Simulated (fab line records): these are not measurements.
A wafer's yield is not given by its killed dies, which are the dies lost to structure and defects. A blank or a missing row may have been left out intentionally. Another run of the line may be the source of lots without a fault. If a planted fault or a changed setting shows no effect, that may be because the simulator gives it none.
Matching of chambers	flow n5 finfet	N5_HKMG_FIN_ALD_71 on ald metal-03 has 4 sister chambers
The step deposits TiN, target thk 1 nm, pulse time 1 s, purge time 3 s. 4 wafers are shown with their chamber, then 8 later ones without.

WAFERS PAIRED WITH THEIR CHAMBERS
wafer	chamber	heater power w (W)
L701.3	0	879
L701.4	1	680
L701.6	3	854
L712.2	2	907

WAFERS WHOSE CHAMBER IS MISSING
wafer	heater power w (W)
L712.3	694
L712.4	871
L713.3	669
L713.4	849
L713.5	869
L718.1	936
L718.4	670
L718.6	846

THE CHAMBER EACH PASSED THROUGH
wafer	from the rows above	in truth
L712.3	1	1
L712.4	can't be placed: 0 or 3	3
L713.3	1	1
L713.4	can't be placed: 3 or 0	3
L713.5	can't be placed: 0 or 3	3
L718.1	2	2
L718.4	1	1
L718.6	can't be placed: 3 or 0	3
4 of 8 placed correctly. Not placeable from these rows: 4 (in 4, the candidates include the true chamber). Number placed wrongly: 0.
How it was worked out, from the rows above alone: a wafer's distance from a chamber is the root of the sum, over the readings, of the square of ((its reading less the chamber's mean) divided by the reading's scatter). If the next closest chamber is less than 2 further off than the closest, the wafer can't be placed; otherwise it belongs to the closest. Each chamber's mean is taken over the wafers shown for it. The scatter (one wafer shown for each chamber): square how far every hidden wafer sits from the nearest shown wafer, average those squares and take the square root.
